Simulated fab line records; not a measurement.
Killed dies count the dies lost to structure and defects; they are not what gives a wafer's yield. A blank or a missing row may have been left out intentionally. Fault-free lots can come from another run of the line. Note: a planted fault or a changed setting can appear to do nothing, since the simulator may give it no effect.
fab line records ; flow n5-finfet
[record] lots = 11; wafers = 33; last-day = 16
route steps=1938 shown BEOL_M15@1828 MIM_TOP_LITHO@1848 TV_LITHO@1879
lots that met no fault: taken from a fault-free run of the same line
start-h: the number of hours between the record's first day and the start of the first shown wafer of the lot ; wait-h: hours from the lot's prior step to this one ; " repeats the value in the row above ; L1.1+2: a row that stands for several wafers ; - either no value or no given start ; * or withheld: withheld ; < > ~ a bound
route shown NAME@n: names a module that has steps shown in the file, with the first one's number in the route ; usual: mean/standard deviation taken from wafers without a fault ; same: alike in all rows ; chamber/n: place in a boat ; sites: per-site readings ; _std_site: the values' standard deviation ; _edge_site: outer sites' mean less inner sites' ; radius-mm: for every site, how far away it sits from the centre of the wafer ; mask NAME#n: copy n ; behind: the last tool/chamber to shape the wafer ; hold: the reason the lot was held/the length of the hold in hours/how it ended ; device: whichever transistor did not switch (one of n, p or np) ; end of line: the tests these same wafers got at the end of their route ; step lacking rows: just its recipe ; killed: not the wafer's yield, but the dies lost to structure and defects at the first sort ; map: the dies of a wafer, with x for killed, . for not killed, _ for no die there
set.NAME: setting as actually run; set.NAME@STEP: the setting as run at that earlier step ; model.NAME: the simulator's own value behind a step, which no gauge read
one table for each step of the route and one row for each wafer, over a sample of lots
services: a tool's chamber out of use, with start hour (start-h, from the record's first day; less than 0 if before it), hours out, and reason
[[steps]]
[step N5_BEOL_M15_RS_MEAS_54]
[recipe] thk-meas-gauge = four-point-probe; reads = Cu_of_BEOL_M15_ECD_47+Ta_of_BEOL_M15_SPUTTER_44+TaN_of_BEOL_M15_SPUTTER_43
[usual] M15_RS = 0.0216/0.00035
lot.wafer;tool;chamber;start-h;wait-h;M15_RS[ohm/sq]
L504.1;film-metro-02;-;261.18;0.0;0.0217
L504.4;film-metro-02;-;261.18;0.0;0.0219
L504.5;film-metro-02;-;261.18;0.0;0.0219
L505.2;film-metro-01;-;266.11;0.1;0.0209
L505.4;film-metro-01;-;266.11;0.1;0.0218
L505.6;film-metro-01;-;266.11;0.1;0.0209
L507.1;film-metro-01;-;280.71;0.1;0.0219
L507.2;film-metro-01;-;280.71;0.1;0.0213
L507.5;film-metro-01;-;280.71;0.1;0.0218
L506.1;film-metro-01;-;281.56;0.0;0.0215
L506.2;film-metro-01;-;281.56;0.0;0.0219
L506.4;film-metro-01;-;281.56;0.0;0.0219
L511.2;film-metro-01;-;291.72;0.1;0.0220
L511.3;film-metro-01;-;291.72;0.1;0.0215
L511.4;film-metro-01;-;291.72;0.1;0.0212
L512.2;film-metro-01;-;304.74;0.1;0.0213
L512.4;film-metro-01;-;304.74;0.1;0.0217
L512.6;film-metro-01;-;304.74;0.1;0.0220
L514.2;film-metro-01;-;316.09;0.1;0.0211
L514.4;film-metro-01;-;316.09;0.1;0.0218
L514.5;film-metro-01;-;316.09;0.1;0.0210
L515.1;film-metro-01;-;324.19;0.0;0.0215
L515.3;film-metro-01;-;324.19;0.0;0.0210
L515.5;film-metro-01;-;324.19;0.0;0.0216
L516.2;film-metro-01;-;326.59;0.1;0.0211
L516.3;film-metro-01;-;326.59;0.1;0.0208
L516.6;film-metro-01;-;326.59;0.1;0.0217
L520.1;film-metro-01;-;345.23;0.0;0.0218
L520.3;film-metro-01;-;345.23;0.0;0.0219
L520.4;film-metro-01;-;345.23;0.0;0.0218
L521.2;film-metro-02;-;367.10;0.1;0.0215
L521.5;film-metro-02;-;367.10;0.1;0.0215
L521.6;film-metro-02;-;367.10;0.1;0.0219
[step N5_BEOL_M15_INSPECT_55]
[recipe] inspect-instrument = darkfield; mode = post-dep
[usual] raw-defect-count = 69/22
lot.wafer;tool;chamber;start-h;wait-h;raw-defect-count
L504.1;defect-inspect-02;-;261.22;0.0;68
L504.4;defect-inspect-02;-;261.22;0.0;56
L504.5;defect-inspect-02;-;261.22;0.0;65
L505.2;defect-inspect-01;-;266.13;0.0;59
L505.4;defect-inspect-01;-;266.13;0.0;62
L505.6;defect-inspect-01;-;266.13;0.0;50
L507.1;defect-inspect-01;-;280.74;0.0;89
L507.2;defect-inspect-01;-;280.74;0.0;53
L507.5;defect-inspect-01;-;280.74;0.0;76
L506.1;defect-inspect-02;-;281.58;0.0;61
L506.2;defect-inspect-02;-;281.58;0.0;57
L506.4;defect-inspect-02;-;281.58;0.0;42
L511.2;defect-inspect-02;-;291.74;0.0;81
L511.3;defect-inspect-02;-;291.74;0.0;63
L511.4;defect-inspect-02;-;291.74;0.0;93
L512.2;defect-inspect-02;-;304.76;0.0;57
L512.4;defect-inspect-02;-;304.76;0.0;41
L512.6;defect-inspect-02;-;304.76;0.0;73
L514.2;defect-inspect-02;-;316.11;0.0;53
L514.4;defect-inspect-02;-;316.11;0.0;74
L514.5;defect-inspect-02;-;316.11;0.0;60
L515.1;defect-inspect-01;-;324.22;0.0;50
L515.3;defect-inspect-01;-;324.22;0.0;30
L515.5;defect-inspect-01;-;324.22;0.0;55
L516.2;defect-inspect-01;-;326.62;0.0;78
L516.3;defect-inspect-01;-;326.62;0.0;111
L516.6;defect-inspect-01;-;326.62;0.0;64
L520.1;defect-inspect-01;-;345.25;0.0;125
L520.3;defect-inspect-01;-;345.25;0.0;102
L520.4;defect-inspect-01;-;345.25;0.0;79
L521.2;defect-inspect-02;-;367.13;0.0;123
L521.5;defect-inspect-02;-;367.13;0.0;87
L521.6;defect-inspect-02;-;367.13;0.0;42
[step N5_MIM_TOP_LITHO_OVL_MEAS_11]
[recipe] points-per-wafer = 44
[usual] MIM_TOP_OVL = -1/5.5
lot.wafer;tool;chamber;start-h;wait-h;MIM_TOP_OVL[nm]
L504.1;overlay-02;0;264.07;0.0;-7
L504.4;overlay-02;0;264.07;0.0;-11
L504.5;overlay-02;0;264.07;0.0;-6
L505.2;overlay-02;0;271.15;0.0;0
L505.4;overlay-02;0;271.15;0.0;-2
L505.6;overlay-02;0;271.15;0.0;2
L507.1;overlay-02;0;283.28;0.0;0
L507.2;overlay-02;0;283.28;0.0;-4
L507.5;overlay-02;0;283.28;0.0;-2
L506.1;overlay-01;0;285.39;0.0;4
L506.2;overlay-01;0;285.39;0.0;10
L506.4;overlay-01;0;285.39;0.0;10
L511.2;overlay-02;0;296.71;0.0;3
L511.3;overlay-02;0;296.71;0.0;-1
L511.4;overlay-02;0;296.71;0.0;4
L512.2;overlay-02;0;309.03;0.0;-1
L512.4;overlay-02;0;309.03;0.0;-7
L512.6;overlay-02;0;309.03;0.0;-4
L514.2;overlay-02;0;322.24;0.0;-3
L514.4;overlay-02;0;322.24;0.0;4
L514.5;overlay-02;0;322.24;0.0;5
L515.1;overlay-01;0;327.91;0.0;-10
L515.3;overlay-01;0;327.91;0.0;-9
L515.5;overlay-01;0;327.91;0.0;-5
L516.2;overlay-01;0;336.49;0.0;0
L516.3;overlay-01;0;336.49;0.0;-4
L516.6;overlay-01;0;336.49;0.0;-1
L520.1;overlay-01;0;352.78;0.0;4
L520.3;overlay-01;0;352.78;0.0;5
L520.4;overlay-01;0;352.78;0.0;-1
L521.2;overlay-01;0;372.35;0.0;7
L521.5;overlay-01;0;372.35;0.0;9
L521.6;overlay-01;0;372.35;0.0;0
[step N5_PASSIVATION_EXPOSE_07]
[recipe] mask-id = TV; na = 0.55; source-shape = conventional; sigma-outer = 0.8; polarization = unpolarized; defocus-nm = 0; target-cd-nm = 3000; dose-mj = 22.75
[usual] exposure-dose-mJ-cm2 = 22.744/0.022; stage-vel-mm-s = 500.00/0.28
lot.wafer;tool;chamber;start-h;wait-h;mask;exposure-dose-mJ-cm2;stage-vel-mm-s
L504.1;krf-scanner-01;0;266.10;-;TV#0;22.696;499.75
L504.4;krf-scanner-01;0;266.10;-;TV#0;22.725;499.91
L504.5;krf-scanner-01;0;266.10;-;TV#0;22.735;499.87
L505.2;krf-scanner-01;0;273.94;-;TV#0;22.763;500.09
L505.4;krf-scanner-01;0;273.94;-;TV#0;22.767;499.84
L505.6;krf-scanner-01;0;273.94;-;TV#0;22.752;499.66
L507.1;krf-scanner-02;0;289.95;-;TV#0;22.703;500.42
L507.2;krf-scanner-02;0;289.95;-;TV#0;22.745;500.49
L507.5;krf-scanner-02;0;289.95;-;TV#0;22.753;500.22
L506.1;krf-scanner-02;0;291.70;-;TV#0;22.740;499.89
L506.2;krf-scanner-02;0;291.70;-;TV#0;22.697;499.41
L506.4;krf-scanner-02;0;291.70;-;TV#0;22.714;499.71
L511.2;krf-scanner-02;0;298.86;-;TV#0;22.755;499.57
L511.3;krf-scanner-02;0;298.86;-;TV#0;22.775;499.82
L511.4;krf-scanner-02;0;298.86;-;TV#0;22.791;500.08
L512.2;krf-scanner-02;0;311.18;-;TV#0;23.722;499.95
L512.4;krf-scanner-02;0;311.18;-;TV#0;23.730;499.60
L512.6;krf-scanner-02;0;311.18;-;TV#0;23.741;500.10
L514.2;krf-scanner-01;0;326.22;-;TV#0;22.747;500.29
L514.4;krf-scanner-01;0;326.22;-;TV#0;22.717;500.10
L514.5;krf-scanner-01;0;326.22;-;TV#0;22.770;500.21
L515.1;krf-scanner-02;0;330.85;-;TV#0;23.737;500.18
L515.3;krf-scanner-02;0;330.85;-;TV#0;23.736;499.91
L515.5;krf-scanner-02;0;330.85;-;TV#0;23.720;499.85
L516.2;krf-scanner-02;0;340.13;-;TV#0;23.705;499.92
L516.3;krf-scanner-02;0;340.13;-;TV#0;23.725;500.31
L516.6;krf-scanner-02;0;340.13;-;TV#0;23.709;500.31
L520.1;krf-scanner-01;0;355.27;-;TV#0;22.782;499.93
L520.3;krf-scanner-01;0;355.27;-;TV#0;22.776;500.07
L520.4;krf-scanner-01;0;355.27;-;TV#0;22.752;499.82
L521.2;krf-scanner-01;0;374.57;-;TV#0;22.710;500.26
L521.5;krf-scanner-01;0;374.57;-;TV#0;22.714;500.10
L521.6;krf-scanner-01;0;374.57;-;TV#0;22.745;499.93
[step N5_PASSIVATION_CD_MEAS_10]
[recipe] target-cd-nm = 3000; landing-energy-ev = 500; detector = se-inlens
[usual] cd-nm = 2999.4/1.7
lot.wafer;tool;chamber;start-h;wait-h;cd-nm
L504.1;cd-sem-02;0;266.27;-;3003.0
L504.4;cd-sem-02;0;266.27;-;3000.0
L504.5;cd-sem-02;0;266.27;-;2999.5
L505.2;cd-sem-02;0;274.11;-;2998.9
L505.4;cd-sem-02;0;274.11;-;2998.5
L505.6;cd-sem-02;0;274.11;-;2997.7
L507.1;cd-sem-01;0;290.12;-;2996.7
L507.2;cd-sem-01;0;290.12;-;2996.3
L507.5;cd-sem-01;0;290.12;-;2998.2
L506.1;cd-sem-03;0;291.88;-;3002.1
L506.2;cd-sem-03;0;291.88;-;2998.4
L506.4;cd-sem-03;0;291.88;-;2999.6
L511.2;cd-sem-03;0;299.03;-;2999.3
L511.3;cd-sem-03;0;299.03;-;2999.0
L511.4;cd-sem-03;0;299.03;-;3001.5
L512.2;cd-sem-01;0;311.35;-;3005.6
L512.4;cd-sem-01;0;311.35;-;3008.5
L512.6;cd-sem-01;0;311.35;-;3007.7
L514.2;cd-sem-01;0;326.40;-;2999.8
L514.4;cd-sem-01;0;326.40;-;2999.4
L514.5;cd-sem-01;0;326.40;-;2999.9
L515.1;cd-sem-03;0;331.02;-;3010.0
L515.3;cd-sem-03;0;331.02;-;3009.2
L515.5;cd-sem-03;0;331.02;-;3009.7
L516.2;cd-sem-01;0;340.30;-;3007.4
L516.3;cd-sem-01;0;340.30;-;3005.8
L516.6;cd-sem-01;0;340.30;-;3006.6
L520.1;cd-sem-01;0;355.45;-;2998.4
L520.3;cd-sem-01;0;355.45;-;2997.6
L520.4;cd-sem-01;0;355.45;-;3001.2
L521.2;cd-sem-01;0;374.74;-;3000.2
L521.5;cd-sem-01;0;374.74;-;3001.4
L521.6;cd-sem-01;0;374.74;-;2999.7
[[services]]
tool;chamber;start-h;hours;kind
krf-scanner-01;-;272.40;1.0;pm
krf-scanner-02;-;285.57;3.5;repair
krf-scanner-01;-;289.12;0.8;pm
krf-scanner-01;-;298.18;0.8;pm
krf-scanner-02;0;304.82;-;calibration
krf-scanner-02;-;316.87;1.3;pm
krf-scanner-01;-;318.01;1.0;repair
krf-scanner-02;-;319.02;1.0;pm
krf-scanner-01;-;329.79;2.1;repair
krf-scanner-01;0;348.35;-;calibration
krf-scanner-01;-;364.75;1.3;pm
[[key]]
[first-sign] step = N5_PASSIVATION_EXPOSE_07; reading = exposure-dose-mJ-cm2; direction = up; sigmas = 44; usual = 22.744; struck = 23.725
[effect] step = N5_PASSIVATION_CD_MEAS_10; reading = cd-nm; direction = up; sigmas = 4.9; usual = 2999.4; struck = 3007.8
met-at N5_PASSIVATION_EXPOSE_07
struck-lots L512,L515,L516
not-acting-at N5_BEOL_M15_RS_MEAS_54,N5_BEOL_M15_INSPECT_55,N5_MIM_TOP_LITHO_OVL_MEAS_11
onset-between 298.86 311.18
[fault] kind = process-parameter-drift; tool = krf-scanner-02; chamber = -; onset-h = 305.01; steps = N5_PASSIVATION_EXPOSE_07; channel = dose-mj; offset = 0.98864; shape = step; acts-in = these-recipes-only; stated = 22.75
